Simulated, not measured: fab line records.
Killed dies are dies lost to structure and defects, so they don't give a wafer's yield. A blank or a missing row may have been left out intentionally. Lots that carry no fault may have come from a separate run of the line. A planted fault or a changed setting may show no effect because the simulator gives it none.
The tool behind it: which one? | flow n5 finfet | Sampling: 11 lots, 33 wafers, 4 of 1938 route steps

== WHAT THE GAUGES READ, wafer by wafer ==
N5_BEOL_M5_OVL_MEAS_29.
lot  | measured     | on         | V4_OVL (nm)
L159 | day 8 07:53  | overlay-02 | 0.9 0.1 -0.2
L163 | day 9 10:56  | overlay-02 | 1.1 1.2 -0.1
L165 | day 9 17:16  | overlay-01 | -0.2 -0.1 0.3
L166 | day 10 06:32 | overlay-02 | 0.2 1.0 -0.1
L168 | day 10 22:55 | overlay-01 | 0.4 -0.5 0.0
L169 | day 11 07:45 | overlay-02 | -1.3 0.2 0.0
L170 | day 11 14:47 | overlay-01 | 0.6 0.3 1.3
L172 | day 11 13:52 | overlay-02 | 1.5 1.0 0.6
L175 | day 12 08:34 | overlay-01 | 0.5 0.6 1.3
L178 | day 13 03:43 | overlay-01 | 1.7 1.5 0.7
L181 | day 14 00:17 | overlay-02 | 0.4 0.6 0.3

== WHICH TOOL RAN EACH LOT (tool, then ch and the chambers of the sampled wafers, then the start) ==
lot  | N5_BEOL_M5_ILD_DEP_00           | N5_BEOL_M5_ETCH_61                 | N5_BEOL_M5_COAT_22
L159 | pecvd-04 ch 0,1,2, day 8 02:53  | rie diel-04 ch 2,3, day 8 06:14    | litho track-02 ch 0, day 8 07:34
L163 | pecvd-04 ch 0,1,2, day 9 07:40  | rie diel-03 ch 0,2,3, day 9 10:02  | litho track-03 ch 0, day 9 10:31
L165 | pecvd-01 ch 0,1,2, day 9 11:04  | rie diel-04 ch 0,2,3, day 9 12:35  | litho track-05 ch 0, day 9 16:58
L166 | pecvd-03 ch 0,1,2, day 10 01:43 | rie diel-03 ch 0,2, day 10 04:50   | litho track-03 ch 0, day 10 06:14
L168 | pecvd-04 ch 0,1,2, day 10 18:59 | rie diel-03 ch 2,3, day 10 21:58   | litho track-03 ch 0, day 10 22:28
L169 | pecvd-03 ch 0,1,2, day 11 04:47 | rie diel-03 ch 0,3, day 11 06:36   | litho track-02 ch 0, day 11 07:27
L170 | pecvd-03 ch 0,1,2, day 11 09:20 | rie diel-01 ch 0,1,2, day 11 12:08 | litho track-05 ch 0, day 11 14:28
L172 | pecvd-04 ch 0,1, day 11 09:52   | rie diel-04 ch 1,3, day 11 12:52   | litho track-02 ch 0, day 11 13:27
L175 | pecvd-04 ch 0,2, day 12 06:08   | rie diel-04 ch 1,2,3, day 12 07:38 | litho track-02 ch 0, day 12 08:15
L178 | pecvd-04 ch 0,1,2, day 12 23:55 | rie diel-04 ch 0,1,2, day 13 02:22 | litho track-05 ch 0, day 13 03:25
L181 | pecvd-04 ch 0,1,2, day 13 18:44 | rie diel-01 ch 0,1,2, day 13 22:16 | litho track-03 ch 0, day 13 23:52
- N5_BEOL_M5_ILD_DEP_00: deposits SiCOH lowk from DEMS/porogen, target thk 140.64 nm, time 25.9 s.
- N5_BEOL_M5_ETCH_61: etches SiARC in CF4, target depth 15.6 nm, time 26 s.
- N5_BEOL_M5_COAT_22: resist thk 30 nm.

== THE ANSWER, worked out from the rows above alone ==
Rule: what is usual is taken from the lots themselves. Put in order of their means at a reading, lots are off if they are a third of the lots or fewer, leave a main group of 4 or more, and stand apart from it by a gap of 3 or more times the standard deviation of the main group's means; of several such gaps the widest counts. The tables above print the reading to a certain number of digits; a main group whose means all agree to those digits is not used. A lot without any number at a reading at which 4 lots or more have one is off too. Where the step has rows for the other lots, those lots are counted as sound.
Across all readings shown, no lot is off: no conclusion can be drawn from this.

== WHAT HAD BEEN PUT IN BY THE SIMULATOR ==
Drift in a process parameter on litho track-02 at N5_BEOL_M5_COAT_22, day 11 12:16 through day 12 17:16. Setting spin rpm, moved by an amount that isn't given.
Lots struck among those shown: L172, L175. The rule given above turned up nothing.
